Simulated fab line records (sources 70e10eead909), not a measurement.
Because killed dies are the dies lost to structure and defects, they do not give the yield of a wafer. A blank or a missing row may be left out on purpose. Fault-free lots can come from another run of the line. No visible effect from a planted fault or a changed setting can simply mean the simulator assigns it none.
fab line records | flow nand-harc | part 1 of 2: steps 1 to 4 of 6
record: lots: 22 | wafers: 66 | last-day: 33
route steps=1302 shown A_STAIRCASE@735
lots that met no fault: taken from a fault-free run of the same line
start-h: the number of hours between the record's first day and the start of the first shown wafer of the lot | wait-h: hours from the lot's prior step to this one | " same as the row above | L1.1+2: one row covering several wafers at once | - either no value or no given start | * or withheld: withheld | < > ~ a bound
route shown NAME@n: names a module that has steps shown in the file, with the first one's number in the route | usual: mean/standard deviation of fault-free wafers | same: alike in all rows | chamber/n: place in a boat | sites: the reading at each site | _std_site: how widely they spread, as a standard deviation | _edge_site: the outer-site mean with the inner-site mean subtracted | radius-mm: how far each site lies from the wafer's centre | mask NAME#n: copy n | behind: the tool/chamber that last shaped the wafer | hold: why the lot went on hold/how many hours it stayed there/how the hold came to an end | device: which transistor (n, p or np) failed to switch | end of line: the route-end tests of the same wafers | a step given without rows: its recipe and nothing more | killed: the dies lost at the first sort to structure and to defects; this is not the yield of the wafer | map: the dies of a wafer, with x for killed, . for not killed, _ for no die there
set.NAME: the setting as run; set.NAME@STEP: as run at that earlier step | model.NAME: the simulator's own value behind a step, which no gauge read
route steps across a sampled set of lots; one table per step, one row per wafer
services: a tool's chamber out of use, with start hour (start-h, from the record's first day; less than 0 if before it), hours out, and reason
== steps ==
step: NHARC_A_STAIRCASE_ETCH_221
recipe: target-depth-a: 1000 | time-s: 40.5 | ion-energy-ev: 400 | c4f8-flow-sccm: 20 | o2-flow-sccm: 10 | ar-flow-sccm: withheld | rf-w: 600 | bias-w: 1000 | chemistry: C4F8/O2
usual: oes-product-au: 0.945/0.018 | rf-vpp-V: 898/4.4
lot.wafer | tool        | chamber | start-h | wait-h | oes-product-au | rf-hours-counter-h | rf-vpp-V
L075.4    | rie-diel-13 | 1       | -       | -      | 0.930          | 3                  | 904
L075.2    | "           | 3       | "       | "      | 0.915          | 3                  | 897
L075.6    | "           | 1       | "       | "      | 0.946          | -                  | 905
L077.1    | rie-diel-04 | 2       | -       | -      | 0.959          | 9                  | 899
L077.6    | "           | 3       | "       | "      | 0.948          | -                  | 902
L077.5    | "           | 0       | "       | "      | 0.941          | -                  | 897
L078.3    | rie-diel-13 | 3       | -       | -      | 0.927          | 12                 | 896
L078.1    | "           | 2       | "       | "      | 0.969          | 17                 | 890
L078.5    | "           | 3       | "       | "      | 0.935          | -                  | 896
L079.1    | rie-diel-02 | 0       | -       | -      | 0.946          | 4                  | 905
L079.3    | "           | 3       | "       | "      | 0.953          | 2                  | 894
L079.5    | "           | 0       | "       | "      | 0.943          | -                  | 906
L080.4    | rie-diel-13 | 1       | -       | -      | 0.926          | -                  | 905
L080.5    | "           | 3       | "       | "      | 0.921          | -                  | 896
L080.6    | "           | 0       | "       | "      | 0.945          | -                  | 896
L082.1    | rie-diel-04 | 0       | -       | -      | 0.945          | 29                 | 899
L082.4    | "           | 3       | "       | "      | 0.949          | -                  | 900
L082.5    | "           | 1       | "       | "      | 0.933          | -                  | 899
L081.1    | rie-diel-04 | 0       | -       | -      | 0.964          | 32                 | 898
L081.5    | "           | 0       | "       | "      | 0.966          | -                  | 898
L081.4    | "           | 1       | "       | "      | 0.947          | -                  | 900
L083.3    | rie-diel-02 | 2       | -       | -      | 0.929          | 5                  | 903
L083.2    | "           | 3       | "       | "      | 0.952          | 13                 | 895
L083.6    | "           | 1       | "       | "      | 0.933          | -                  | 890
L084.1    | rie-diel-04 | 1       | -       | -      | 0.926          | 46                 | 900
L084.5    | "           | 1       | "       | "      | 0.928          | -                  | 900
L084.6    | "           | 3       | "       | "      | 0.937          | -                  | 900
L085.2    | rie-diel-13 | 1       | -       | -      | 0.929          | 42                 | 905
L085.3    | "           | 2       | "       | "      | 0.931          | 40                 | 890
L085.6    | "           | 1       | "       | "      | 0.925          | -                  | 906
L086.1    | rie-diel-13 | 1       | -       | -      | 0.910          | 44                 | 905
L086.3    | "           | 2       | "       | "      | 0.939          | 42                 | 890
L086.5    | "           | 1       | "       | "      | 0.926          | -                  | 903
L087.1    | rie-diel-04 | 3       | -       | -      | 0.955          | 41                 | 901
L087.5    | "           | 1       | "       | "      | 0.942          | -                  | 899
L087.6    | "           | 2       | "       | "      | 0.967          | -                  | 898
L089.2    | rie-diel-13 | 3       | -       | -      | 0.940          | 49                 | 895
L089.4    | "           | 1       | "       | "      | 0.931          | 50                 | 904
L089.5    | "           | 3       | "       | "      | 0.939          | -                  | 895
L088.1    | rie-diel-13 | 3       | -       | -      | 0.921          | 49                 | 894
L088.3    | "           | 0       | "       | "      | 0.927          | 48                 | 894
L088.4    | "           | 1       | "       | "      | 0.923          | 51                 | 903
L091.1    | rie-diel-04 | 1       | -       | -      | 0.943          | 65                 | 899
L091.4    | "           | 3       | "       | "      | 0.963          | 55                 | 901
L091.5    | "           | 1       | "       | "      | 0.935          | -                  | 899
L090.2    | rie-diel-13 | 3       | -       | -      | 0.948          | 1                  | 894
L090.3    | "           | 0       | "       | "      | 0.953          | 1                  | 896
L090.6    | "           | 2       | "       | "      | 0.948          | -                  | 889
L092.2    | rie-diel-02 | 2       | -       | -      | 0.929          | 33                 | 902
L092.4    | "           | 3       | "       | "      | 0.948          | 40                 | 894
L092.1    | "           | 1       | "       | "      | 0.926          | 39                 | 888
L093.4    | rie-diel-04 | 3       | -       | -      | 0.953          | 1                  | 899
L093.2    | "           | 1       | "       | "      | 0.963          | 2                  | 899
L093.6    | "           | 0       | "       | "      | 0.986          | -                  | 897
L094.3    | rie-diel-13 | 0       | -       | -      | 0.935          | 11                 | 894
L094.2    | "           | 1       | "       | "      | 0.951          | 10                 | 903
L094.5    | "           | 1       | "       | "      | 0.957          | -                  | 904
L096.3    | rie-diel-04 | 2       | -       | -      | 0.974          | 19                 | 896
L096.2    | "           | 0       | "       | "      | 0.988          | 15                 | 897
L096.5    | "           | 1       | "       | "      | 0.982          | -                  | 900
L095.3    | rie-diel-04 | 0       | -       | -      | 0.984          | 16                 | 898
L095.4    | "           | 1       | "       | "      | 0.973          | 19                 | 899
L095.5    | "           | 0       | "       | "      | 0.983          | -                  | 898
L097.2    | rie-diel-04 | 1       | -       | -      | 0.970          | 20                 | 900
L097.3    | "           | 0       | "       | "      | 0.977          | 16                 | 898
L097.5    | "           | 1       | "       | "      | 0.970          | -                  | 899
step: NHARC_A_STAIRCASE_TRIM_222
recipe: time-s: 211.2 | o2-flow-sccm: 500 | ar-flow-sccm: 0 | bias-w: 0 | chemistry: O2
usual: drypump-motor-current-A: 5.8/0.57 | mfc-ar-sccm: 0.021/0.0088 | oes-product-au: 1.005/0.014 | rf-vpp-V: 58.0/0.91 | showerhead-plenum-p-Torr: 3.58/0.12 | throttle-valve-pct: 17.036/0.0091
lot.wafer | tool        | chamber | start-h | wait-h | drypump-motor-current-A | mfc-ar-sccm | oes-product-au | rf-hours-counter-h | rf-vpp-V | showerhead-plenum-p-Torr | throttle-valve-pct
L075.4    | rie-diel-13 | 2       | -       | -      | 4.9                     | 0.016       | 1.002          | 3                  | 56.4     | 3.38                     | 17.034
L075.2    | "           | 3       | "       | "      | 6.0                     | 0.013       | 0.981          | 3                  | 58.9     | 3.52                     | 17.031
L075.6    | "           | 0       | "       | "      | 5.3                     | 0.023       | 0.997          | -                  | 58.0     | 3.53                     | 17.028
L077.1    | rie-diel-04 | 1       | -       | -      | 5.9                     | 0.012       | 0.995          | 10                 | 58.6     | 3.65                     | 17.031
L077.5    | "           | 1       | "       | "      | 5.9                     | 0.012       | 0.995          | -                  | 58.0     | 3.65                     | 17.046
L077.6    | "           | 2       | "       | "      | 5.0                     | 0.028       | 1.015          | -                  | 58.1     | 3.55                     | 17.044
L078.1    | rie-diel-13 | 1       | -       | -      | 6.5                     | 0.031       | 0.986          | 17                 | 59.8     | 3.77                     | 17.040
L078.3    | "           | 2       | "       | "      | 4.9                     | 0.016       | 1.002          | 17                 | 57.4     | 3.37                     | 17.032
L078.5    | "           | 2       | "       | "      | 4.9                     | 0.016       | 1.006          | -                  | 58.6     | 3.37                     | 17.039
L079.1    | rie-diel-02 | 1       | -       | -      | 6.6                     | 0.013       | 0.982          | 5                  | 57.2     | 3.33                     | 17.024
L079.3    | "           | 3       | "       | "      | 6.7                     | 0.026       | 1.014          | 2                  | 57.7     | 3.51                     | 17.030
L079.5    | "           | 1       | "       | "      | 6.6                     | 0.013       | 0.992          | -                  | 56.3     | 3.33                     | 17.039
L080.5    | rie-diel-13 | 1       | -       | -      | 6.5                     | 0.031       | 0.987          | -                  | 58.9     | 3.77                     | 17.041
L080.6    | "           | 3       | "       | "      | 6.0                     | 0.013       | 0.976          | -                  | 56.9     | 3.51                     | 17.025
L080.4    | "           | 0       | "       | "      | 5.3                     | 0.023       | 1.001          | -                  | 57.2     | 3.51                     | 17.037
L082.1    | rie-diel-04 | 1       | -       | -      | 5.9                     | 0.012       | 0.998          | 33                 | 56.2     | 3.63                     | 17.050
L082.4    | "           | 1       | "       | "      | 5.9                     | 0.012       | 1.007          | -                  | 58.3     | 3.63                     | 17.028
L082.5    | "           | 3       | "       | "      | 5.6                     | 0.027       | 1.004          | -                  | 58.3     | 3.66                     | 17.042
L081.1    | rie-diel-04 | 1       | -       | -      | 5.9                     | 0.012       | 1.007          | 37                 | 59.3     | 3.63                     | 17.022
L081.5    | "           | 0       | "       | "      | 5.9                     | 0.027       | 1.029          | -                  | 58.2     | 3.61                     | 17.025
L081.4    | "           | 1       | "       | "      | 5.9                     | 0.012       | 1.003          | -                  | 57.3     | 3.63                     | 17.028
L083.3    | rie-diel-02 | 1       | -       | -      | 6.6                     | 0.013       | 1.002          | 16                 | 57.6     | 3.32                     | 17.049
L083.2    | "           | 0       | "       | "      | 6.6                     | 0           | 1.000          | 16                 | 58.7     | 3.76                     | 17.036
L083.6    | "           | 2       | "       | "      | 6.1                     | 0           | 0.998          | -                  | 58.9     | 3.71                     | 17.025
L084.1    | rie-diel-04 | 1       | -       | -      | 5.9                     | 0.012       | 0.997          | 46                 | 57.3     | 3.63                     | 17.032
L084.5    | "           | 0       | "       | "      | 5.9                     | 0.027       | 1.017          | -                  | 58.8     | 3.60                     | 17.028
L084.6    | "           | 1       | "       | "      | 5.9                     | 0.012       | 0.984          | -                  | 56.6     | 3.63                     | 17.035
L085.3    | rie-diel-13 | 2       | -       | -      | 4.9                     | 0.016       | 1.005          | 40                 | 57.9     | 3.36                     | 17.036
L085.2    | "           | 0       | "       | "      | 5.3                     | 0.023       | 0.986          | 40                 | 56.7     | 3.50                     | 17.044
L085.6    | "           | 1       | "       | "      | 6.5                     | 0.031       | 0.983          | -                  | 58.4     | 3.75                     | 17.028
L086.3    | rie-diel-13 | 1       | -       | -      | 6.5                     | 0.031       | 0.992          | 44                 | 57.3     | 3.75                     | 17.043
L086.1    | "           | 2       | "       | "      | 4.9                     | 0.016       | 1.016          | 42                 | 59.7     | 3.36                     | 17.046
L086.5    | "           | 0       | "       | "      | 5.3                     | 0.023       | 1.002          | -                  | 57.5     | 3.50                     | 17.032
L087.1    | rie-diel-04 | 1       | -       | -      | 5.8                     | 0.012       | 1.004          | 49                 | 56.9     | 3.63                     | 17.050
L087.5    | "           | 2       | "       | "      | 5.0                     | 0.028       | 1.008          | -                  | 58.6     | 3.54                     | 17.033
L087.6    | "           | 3       | "       | "      | 5.6                     | 0.027       | 1.019          | -                  | 58.0     | 3.65                     | 17.031
L089.2    | rie-diel-13 | 1       | -       | -      | 6.5                     | 0.031       | 0.992          | 50                 | 59.1     | 3.75                     | 17.027
L089.4    | "           | 0       | "       | "      | 5.3                     | 0.023       | 1.005          | 48                 | 57.4     | 3.50                     | 17.036
L089.5    | "           | 2       | "       | "      | 4.9                     | 0.016       | 1.023          | -                  | 57.4     | 3.35                     | 17.044
L088.1    | rie-diel-13 | 3       | -       | -      | 6.0                     | 0.013       | 0.993          | 49                 | 56.7     | 3.49                     | 17.028
L088.3    | "           | 1       | "       | "      | 6.5                     | 0.031       | 0.985          | 51                 | 57.8     | 3.75                     | 17.038
L088.4    | "           | 2       | "       | "      | 4.9                     | 0.016       | 1.017          | 50                 | 56.8     | 3.35                     | 17.067
L091.4    | rie-diel-04 | 2       | -       | -      | 5.0                     | 0.028       | 1.001          | 43                 | 58.6     | 3.54                     | 17.036
L091.1    | "           | 0       | "       | "      | 5.9                     | 0.027       | 1.025          | 62                 | 58.6     | 3.59                     | 17.033
L091.5    | "           | 3       | "       | "      | 5.6                     | 0.027       | 1.017          | -                  | 57.5     | 3.64                     | 17.045
L090.3    | rie-diel-13 | 1       | -       | -      | 6.5                     | 0.031       | 1.002          | 1                  | 58.9     | 3.74                     | 17.030
L090.2    | "           | 0       | "       | "      | 5.3                     | 0.023       | 1.007          | 1                  | 58.9     | 3.50                     | 17.023
L090.6    | "           | 1       | "       | "      | 6.5                     | 0.031       | 1.002          | -                  | 59.2     | 3.74                     | 17.032
L092.1    | rie-diel-02 | 2       | -       | -      | 6.0                     | 0           | 1.002          | 33                 | 58.9     | 3.70                     | 17.034
L092.2    | "           | 3       | "       | "      | 6.7                     | 0.026       | 1.009          | 40                 | 56.4     | 3.49                     | 17.045
L092.4    | "           | 1       | "       | "      | 6.6                     | 0.013       | 1.001          | 39                 | 56.6     | 3.31                     | 17.038
L093.4    | rie-diel-04 | 3       | -       | -      | 5.6                     | 0.027       | 0.995          | 1                  | 59.6     | 3.64                     | 17.041
L093.2    | "           | 1       | "       | "      | 5.9                     | 0.012       | 1.028          | 2                  | 59.0     | 3.61                     | 17.039
L093.6    | "           | 3       | "       | "      | 5.6                     | 0.027       | 0.990          | -                  | 57.1     | 3.64                     | 17.034
L094.3    | rie-diel-13 | 1       | -       | -      | 6.5                     | 0.031       | 1.006          | 10                 | 57.6     | 3.74                     | 17.053
L094.2    | "           | 2       | "       | "      | 4.9                     | 0.016       | 0.993          | 10                 | 56.0     | 3.34                     | 17.034
L094.5    | "           | 1       | "       | "      | 6.5                     | 0.031       | 1.009          | -                  | 58.1     | 3.74                     | 17.028
L096.2    | rie-diel-04 | 3       | -       | -      | 5.6                     | 0.027       | 0.989          | 16                 | 58.3     | 3.63                     | 17.027
L096.3    | "           | 1       | "       | "      | 5.8                     | 0.012       | 1.020          | 18                 | 57.5     | 3.61                     | 17.023
L096.5    | "           | 0       | "       | "      | 5.9                     | 0.027       | 1.025          | -                  | 58.1     | 3.58                     | 17.038
L095.4    | rie-diel-04 | 2       | -       | -      | 5.0                     | 0.028       | 1.017          | 19                 | 58.2     | 3.52                     | 17.035
L095.3    | "           | 3       | "       | "      | 5.6                     | 0.027       | 1.006          | 16                 | 57.9     | 3.63                     | 17.029
L095.5    | "           | 1       | "       | "      | 5.9                     | 0.012       | 1.027          | -                  | 59.5     | 3.60                     | 17.037
L097.3    | rie-diel-04 | 1       | -       | -      | 5.9                     | 0.012       | 1.019          | 20                 | 58.4     | 3.60                     | 17.030
L097.2    | "           | 0       | "       | "      | 5.9                     | 0.027       | 1.027          | 16                 | 55.6     | 3.58                     | 17.024
L097.5    | "           | 1       | "       | "      | 5.9                     | 0.012       | 1.017          | -                  | 58.5     | 3.60                     | 17.051
step: NHARC_A_STAIRCASE_ETCH_225
recipe: target-depth-a: 1000 | time-s: 40.5 | ion-energy-ev: 400 | c4f8-flow-sccm: 20 | o2-flow-sccm: 10 | ar-flow-sccm: withheld | rf-w: 600 | bias-w: 1000 | chemistry: C4F8/O2
usual: oes-product-au: 0.949/0.013 | rf-vpp-V: 898/4.5
lot.wafer | tool        | chamber | start-h | wait-h | oes-product-au | rf-hours-counter-h | rf-vpp-V
L075.2    | rie-diel-13 | 2       | -       | -      | 0.950          | 3                  | 890
L075.4    | "           | 0       | "       | "      | 0.947          | 3                  | 896
L075.6    | "           | 3       | "       | "      | 0.928          | -                  | 896
L077.1    | rie-diel-04 | 1       | -       | -      | 0.930          | 11                 | 900
L077.6    | "           | 2       | "       | "      | 0.967          | -                  | 897
L077.5    | "           | 3       | "       | "      | 0.959          | -                  | 902
L078.3    | rie-diel-13 | 2       | -       | -      | 0.955          | 17                 | 891
L078.1    | "           | 3       | "       | "      | 0.943          | 12                 | 896
L078.5    | "           | 0       | "       | "      | 0.956          | -                  | 895
L079.1    | rie-diel-02 | 1       | -       | -      | 0.936          | 5                  | 889
L079.3    | "           | 3       | "       | "      | 0.955          | 2                  | 894
L079.5    | "           | 1       | "       | "      | 0.936          | -                  | 888
L080.6    | rie-diel-13 | 0       | -       | -      | 0.943          | -                  | 895
L080.5    | "           | 1       | "       | "      | 0.942          | -                  | 904
L080.4    | "           | 3       | "       | "      | 0.932          | -                  | 896
L082.1    | rie-diel-04 | 1       | -       | -      | 0.925          | 34                 | 900
L082.5    | "           | 3       | "       | "      | 0.949          | -                  | 902
L082.4    | "           | 0       | "       | "      | 0.954          | -                  | 899
L081.1    | rie-diel-04 | 3       | -       | -      | 0.958          | 29                 | 899
L081.4    | "           | 1       | "       | "      | 0.954          | -                  | 901
L081.5    | "           | 0       | "       | "      | 0.960          | -                  | 900
L083.3    | rie-diel-02 | 3       | -       | -      | 0.962          | 13                 | 895
L083.2    | "           | 1       | "       | "      | 0.942          | 16                 | 888
L083.6    | "           | 3       | "       | "      | 0.953          | -                  | 896
L084.1    | rie-diel-04 | 1       | -       | -      | 0.926          | 46                 | 900
L084.5    | "           | 0       | "       | "      | 0.953          | -                  | 898
L084.6    | "           | 3       | "       | "      | 0.942          | -                  | 900
L085.2    | rie-diel-13 | 0       | -       | -      | 0.941          | 40                 | 896
L085.3    | "           | 1       | "       | "      | 0.931          | 42                 | 905
L085.6    | "           | 0       | "       | "      | 0.942          | -                  | 895
L086.1    | rie-diel-13 | 2       | -       | -      | 0.951          | 42                 | 891
L086.3    | "           | 3       | "       | "      | 0.938          | 41                 | 895
L086.5    | "           | 3       | "       | "      | 0.940          | -                  | 895
L087.1    | rie-diel-04 | 2       | -       | -      | 0.950          | 30                 | 896
L087.6    | "           | 0       | "       | "      | 0.961          | -                  | 899
L087.5    | "           | 1       | "       | "      | 0.941          | -                  | 899
L089.2    | rie-diel-13 | 2       | -       | -      | 0.970          | 50                 | 889
L089.4    | "           | 3       | "       | "      | 0.940          | 49                 | 895
L089.5    | "           | 1       | "       | "      | 0.931          | -                  | 904
L088.1    | rie-diel-13 | 3       | -       | -      | 0.936          | 50                 | 894
L088.4    | "           | 0       | "       | "      | 0.955          | 49                 | 894
L088.3    | "           | 1       | "       | "      | 0.938          | 51                 | 904
L091.1    | rie-diel-04 | 3       | -       | -      | 0.972          | 56                 | 900
L091.4    | "           | 1       | "       | "      | 0.935          | 65                 | 900
L091.5    | "           | 3       | "       | "      | 0.963          | -                  | 901
L090.2    | rie-diel-13 | 1       | -       | -      | 0.947          | 1                  | 904
L090.3    | "           | 3       | "       | "      | 0.941          | 2                  | 896
L090.6    | "           | 1       | "       | "      | 0.947          | -                  | 904
L092.4    | rie-diel-02 | 0       | -       | -      | 0.948          | 38                 | 904
L092.2    | "           | 1       | "       | "      | 0.943          | 39                 | 888
L092.1    | "           | 2       | "       | "      | 0.962          | 33                 | 902
L093.4    | rie-diel-04 | 2       | -       | -      | 0.969          | 2                  | 897
L093.2    | "           | 3       | "       | "      | 0.925          | 2                  | 900
L093.6    | "           | 1       | "       | "      | 0.959          | -                  | 900
L094.3    | rie-diel-13 | 2       | -       | -      | 0.952          | 10                 | 889
L094.2    | "           | 0       | "       | "      | 0.948          | 11                 | 896
L094.5    | "           | 1       | "       | "      | 0.962          | -                  | 904
L096.3    | rie-diel-04 | 2       | -       | -      | 0.970          | 19                 | 896
L096.2    | "           | 3       | "       | "      | 0.941          | 16                 | 899
L096.5    | "           | 1       | "       | "      | 0.967          | -                  | 899
L095.4    | rie-diel-04 | 2       | -       | -      | 0.947          | 19                 | 893
L095.3    | "           | 0       | "       | "      | 0.964          | 16                 | 896
L095.5    | "           | 1       | "       | "      | 0.955          | -                  | 899
L097.2    | rie-diel-04 | 0       | -       | -      | 0.973          | 17                 | 898
L097.3    | "           | 1       | "       | "      | 0.981          | 20                 | 899
L097.5    | "           | 3       | "       | "      | 0.940          | -                  | 900
step: NHARC_A_STAIRCASE_STRIP_254
recipe: power-w: 1500 | temp-c: 250 | chemistry: O2
usual: drypump-motor-current-A: 5.8/0.5 | heater-power-w: 325/35
lot.wafer | tool            | chamber | start-h | wait-h | drypump-motor-current-A | heater-power-w | rf-hours-counter-h
L075.2    | plasma-asher-01 | 0       | 362.79  | -      | 5.6                     | 275            | 3
L075.4    | "               | 0       | "       | "      | 5.6                     | 272            | -
L075.6    | "               | 0       | "       | "      | 5.6                     | 283            | -
L077.1    | plasma-asher-01 | 0       | 401.29  | -      | 5.6                     | 279            | 11
L077.6    | "               | 1       | "       | "      | 6.5                     | 316            | -
L077.5    | "               | 0       | "       | "      | 5.6                     | 277            | -
L078.1    | plasma-asher-02 | 0       | 410.12  | 0.1    | 6.1                     | 351            | 30
L078.3    | "               | 1       | "       | "      | 5.2                     | 327            | -
L078.5    | "               | 1       | "       | "      | 5.2                     | 328            | -
L079.1    | plasma-asher-01 | 1       | 424.02  | -      | 6.5                     | 313            | 16
L079.3    | "               | 0       | "       | "      | 5.6                     | 278            | -
L079.5    | "               | 0       | "       | "      | 5.6                     | 273            | -
L080.4    | plasma-asher-02 | 0       | 424.27  | -      | 6.1                     | 345            | -
L080.6    | "               | 0       | "       | "      | 6.1                     | 354            | -
L080.5    | "               | 1       | "       | "      | 5.2                     | 333            | -
L082.1    | plasma-asher-02 | 0       | 446.55  | -      | 6.1                     | 376            | 4
L082.4    | "               | 0       | "       | "      | 6.1                     | 363            | -
L082.5    | "               | 1       | "       | "      | 5.2                     | 341            | -
L081.1    | plasma-asher-01 | 0       | 454.16  | -      | 5.6                     | 268            | 23
L081.4    | "               | 0       | "       | "      | 5.6                     | 281            | -
L081.5    | "               | 0       | "       | "      | 5.6                     | 280            | -
L083.2    | plasma-asher-01 | 1       | 461.10  | -      | 6.5                     | 319            | 24
L083.3    | "               | 0       | "       | "      | 5.6                     | 278            | -
L083.6    | "               | 1       | "       | "      | 6.5                     | 314            | -
L084.1    | plasma-asher-02 | 0       | 475.88  | -      | 6.1                     | 371            | 9
L084.6    | "               | 0       | "       | "      | 6.1                     | 377            | -
L084.5    | "               | 1       | "       | "      | 5.2                     | 348            | -
L085.2    | plasma-asher-02 | 0       | 480.81  | -      | 6.1                     | 366            | 11
L085.3    | "               | 0       | "       | "      | 6.1                     | 377            | -
L085.6    | "               | 0       | "       | "      | 6.1                     | 371            | -
L086.1    | plasma-asher-01 | 0       | 485.46  | -      | 5.6                     | 271            | 30
L086.3    | "               | 1       | "       | "      | 6.5                     | 319            | -
L086.5    | "               | 0       | "       | "      | 5.6                     | 278            | -
L087.1    | plasma-asher-01 | 1       | 485.93  | -      | 6.5                     | 316            | 30
L087.5    | "               | 0       | "       | "      | 5.6                     | 278            | -
L087.6    | "               | 1       | "       | "      | 6.5                     | 318            | -
L089.2    | plasma-asher-01 | 0       | 509.56  | -      | 5.6                     | 282            | 35
L089.4    | "               | 1       | "       | "      | 6.5                     | 306            | -
L089.5    | "               | 0       | "       | "      | 5.6                     | 277            | -
L088.1    | plasma-asher-02 | 1       | 512.89  | -      | 5.2                     | 345            | 16
L088.3    | "               | 1       | "       | "      | 5.2                     | 347            | -
L088.4    | "               | 0       | "       | "      | 6.1                     | 371            | -
L091.1    | plasma-asher-02 | 0       | 531.31  | -      | 6.1                     | 370            | 22
L091.4    | "               | 1       | "       | "      | 5.2                     | 344            | -
L091.5    | "               | 1       | "       | "      | 5.2                     | 339            | -
L092.2    | plasma-asher-01 | 1       | 537.65  | -      | 6.5                     | 331            | 2
L092.1    | "               | 0       | "       | "      | 5.6                     | 256            | 2
L092.4    | "               | 1       | "       | "      | 6.5                     | 326            | -
L090.2    | plasma-asher-02 | 1       | 538.49  | -      | 5.1                     | 347            | 24
L090.3    | "               | 0       | "       | "      | 6.1                     | 373            | -
L090.6    | "               | 1       | "       | "      | 5.2                     | 339            | -
L093.2    | plasma-asher-01 | 1       | 549.23  | -      | 6.5                     | 322            | 5
L093.4    | "               | 1       | "       | "      | 6.5                     | 322            | -
L093.6    | "               | 0       | "       | "      | 5.6                     | 265            | -
L094.2    | plasma-asher-01 | 0       | 568.35  | -      | 5.6                     | 260            | 8
L094.3    | "               | 1       | "       | "      | 6.5                     | 325            | -
L094.5    | "               | 0       | "       | "      | 5.6                     | 265            | -
L096.2    | plasma-asher-02 | 1       | 585.75  | -      | 5.2                     | 339            | 31
L096.3    | "               | 1       | "       | "      | 5.2                     | 357            | -
L096.5    | "               | 1       | "       | "      | 5.2                     | 347            | -
L095.4    | plasma-asher-02 | 0       | 586.99  | -      | 6.1                     | 365            | -
L095.3    | "               | 1       | "       | "      | 5.2                     | 353            | -
L095.5    | "               | 1       | "       | "      | 5.2                     | 343            | -
L097.2    | plasma-asher-01 | 0       | 590.04  | -      | 5.6                     | 267            | 16
L097.3    | "               | 1       | "       | "      | 6.4                     | 321            | -
L097.5    | "               | 1       | "       | "      | 6.5                     | 321            | -
